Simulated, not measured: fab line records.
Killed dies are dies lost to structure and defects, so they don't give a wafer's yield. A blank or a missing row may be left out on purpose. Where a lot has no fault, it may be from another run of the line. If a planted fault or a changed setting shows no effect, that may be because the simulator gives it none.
Matching of chambers    flow nand-harc    rie-diel-02 running NHARC_A_SLIT_ETCH_29: 4 sister chambers
The step etches the open film in CF4/O2, target depth 100 nm, overetch 10 nm, time 55 s. 14 wafers are shown with their chamber, then 7 later ones without.

WAFERS, EACH WITH ITS CHAMBER
wafer   chamber  drypump-motor-current-A (A)  oes-product-au (a.u.)  throttle-valve-pct (%)
L496.1  0        5.7                          1.015                  13.407
L496.3  2        5.5                          1.001                  13.400
L496.6  2        5.5                          1.001                  13.395
L497.2  0        5.6                          1.004                  13.407
L497.3  3        5.5                          0.989                  13.394
L497.6  3        5.6                          0.996                  13.399
L500.1  2        5.5                          1.001                  13.403
L500.4  0        5.6                          1.007                  13.409
L500.6  2        5.5                          1.005                  13.380
L507.3  2        5.4                          0.998                  13.394
L507.4  0        5.6                          1.011                  13.400
L507.5  1        5.9                          1.012                  13.381
L512.1  0        5.7                          1.009                  13.394
L512.2  3        5.6                          0.982                  13.402

SIGNATURES, as means of the wafers listed above
reading                  chamber 0  chamber 1  chamber 2  chamber 3  scatter within a chamber
drypump-motor-current-A  5.640      5.900      5.480      5.567      0.0516
oes-product-au           1.00920    1.01200    1.00120    0.98900    0.00438
throttle-valve-pct       13.40340   13.38100   13.39440   13.39833   0.00709
Rule: a wafer lies at a distance from a chamber equal to the root of the sum of squares, over the readings, of (its reading less the chamber's mean, divided by the reading's scatter). The wafer belongs to the nearest chamber; if the next one is less than 2 further off, it can't be placed. The scatter: the root of (the sum of the squares of (reading less its chamber's mean) over the shown wafers, divided by (wafers less chambers)).

WAFERS WITH NO CHAMBER GIVEN
wafer   drypump-motor-current-A (A)  oes-product-au (a.u.)  throttle-valve-pct (%)
L512.4  5.9                          1.004                  13.408
L515.1  5.9                          1.015                  13.385
L515.2  5.5                          0.997                  13.408
L515.3  5.7                          1.008                  13.389
L516.3  5.6                          0.997                  13.413
L516.4  5.7                          1.002                  13.398
L516.6  5.4                          0.996                  13.390

WHICH CHAMBER EACH ONE RAN IN
wafer   from the rows above           in truth
L512.4  can't be placed: 1 or 0       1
L515.1  1                             1
L515.2  can't be placed: 2 or 3 or 0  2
L515.3  can't be placed: 0 or 1       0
L516.3  can't be placed: 3 or 0 or 2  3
L516.4  can't be placed: 0 or 3       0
L516.6  can't be placed: 2 or 3       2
Correctly placed: 1 of 7. Can't be placed from these rows: 6 (the true chamber is among the candidates in 6). Placed wrongly: 0.
